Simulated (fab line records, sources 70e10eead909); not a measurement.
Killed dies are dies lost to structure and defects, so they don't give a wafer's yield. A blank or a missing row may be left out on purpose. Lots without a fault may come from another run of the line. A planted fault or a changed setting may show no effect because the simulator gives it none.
A struck lot beside a sound one | flow nand_harc | 19 steps out of a route of 1302
Sound: wafers L102.3, L102.5, L102.6. Struck: wafers L996.1, L996.2, L996.6. The cause comes at the end.
At each step with rows: each side's tool, then ch and its chambers, then its first start. Under that, the readings that differ: sound wafers | struck wafers | difference of the means | sigmas: that difference in standard deviations of wafers without a fault.
alike: readings whose means differ by less than 2 such deviations, and words and numbers that are the same on both sides. not compared: withheld readings, readings that some wafer has no value for, bounds like >300 that may hide the same value, and numbers for which the record gives no deviation and whose values overlap.
The two part at a step that has a row with sigmas, a row that says differs or no value, or rows on one side only. Numbers that don't overlap but have no deviation are shown without sigmas and don't part them. A reading that every wafer of one side lacks parts them only if that side has two wafers or more.

NHARC_P_GATE_ALD_36: deposits SiNx, target thk 20 nm, pulse time 60 s, ald cycles 223.
  sound on ald_sin-01 ch 2,3, day 13 19:46; struck on ald_sin-04 ch 1,2, day 11 03:05
  alike: heater_power_w, precursor_pulse_height_rel, susceptor_temp_C
NHARC_P_GATE_ETCHBACK_37: etches the open film in CHF3/O2, target depth 34.5 nm, time 17.2 s.
  sound on rie_diel-04 ch 0,1,2; struck on rie_diel-04 ch 0,3
  alike: drypump_motor_current_A, oes_product_au, rf_vpp_V, showerhead_plenum_p_Torr, throttle_valve_pct
  not compared: rf_hours_counter_h
NHARC_P_GATE_STRIP_101: strips in O2, time 20 s.
  sound on rie_diel-04 ch 1,2, day 14 05:19; struck on rie_diel-04 ch 0,2, day 11 12:43
  alike: drypump_motor_current_A, oes_product_au, rf_vpp_V, showerhead_plenum_p_Torr, throttle_valve_pct
  not compared: rf_hours_counter_h
then, 9 steps without rows for these wafers: NHARC_P_GATE_PRECLEAN_97 (cleans in SPM, time 600 s); NHARC_P_GATE_SRD_98; NHARC_P_GATE_PRECLEAN_99 (cleans in SC1); NHARC_P_GATE_SRD_100; NHARC_P_GATE_DEHYDRATE_38 (time 120 s); NHARC_P_GATE_HMDS_39 (time 30 s); NHARC_P_GATE_COAT_40; NHARC_P_GATE_SOFTBAKE_41 (time 95 s); NHARC_P_GATE_EBR_42.
NHARC_P_GATE_EXPOSE_43: exposes mask P NSD, target cd 720 nm.
  sound on krf_scanner-04 ch 0, day 14 06:05; struck on krf_scanner-01 ch 0, day 11 13:21
  alike: mask, focus_offset_nm
then, 2 steps without rows for these wafers: NHARC_P_GATE_PEB_44 (peb time 85 s); NHARC_P_GATE_DEVELOP_45 (time 70 s).
NHARC_P_GATE_CD_MEAS_46: target cd 720 nm.
  sound on cd_sem-02 ch 0, day 14 06:14; struck on cd_sem-03 ch 0, day 11 13:31
  reading    | sound             | struck            | difference | sigmas
  cd_nm (nm) | 720.6 721.0 722.6 | 755.7 733.9 753.7 | +26.4      | +14
then, 1 step without rows for these wafers: NHARC_P_GATE_HARDBAKE_47 (time 80 s).
NHARC_P_GATE_DESCUM_48: chemistry O2, time 3 s.
  sound on rie_diel-09 ch 1,3, day 14 06:26; struck on rie_diel-04 ch 0,2, day 11 13:41
  reading                         | sound             | struck            | difference | sigmas
  drypump_motor_current_A (A)     | 5.3 5.3 5.9       | 6.8 6.2 6.8       | +1.1       | +2
  showerhead_plenum_p_Torr (Torr) | 1.98 1.98 2.03    | 1.82 1.83 1.81    | -0.18      | -2
  model.P_GATE.cd_nm (nm)         | 721.2 721.2 721.4 | 754.9 733.3 753.1 | +25.8      |
  alike: oes_product_au, rf_vpp_V, throttle_valve_pct
  not compared: rf_hours_counter_h
then, 1 step without rows for these wafers: NHARC_P_GATE_IMPLANT_49.

WHERE THEY PART
First at NHARC_P_GATE_CD_MEAS_46; last, within this record, at NHARC_P_GATE_DESCUM_48.

WHY: what the simulator had put in
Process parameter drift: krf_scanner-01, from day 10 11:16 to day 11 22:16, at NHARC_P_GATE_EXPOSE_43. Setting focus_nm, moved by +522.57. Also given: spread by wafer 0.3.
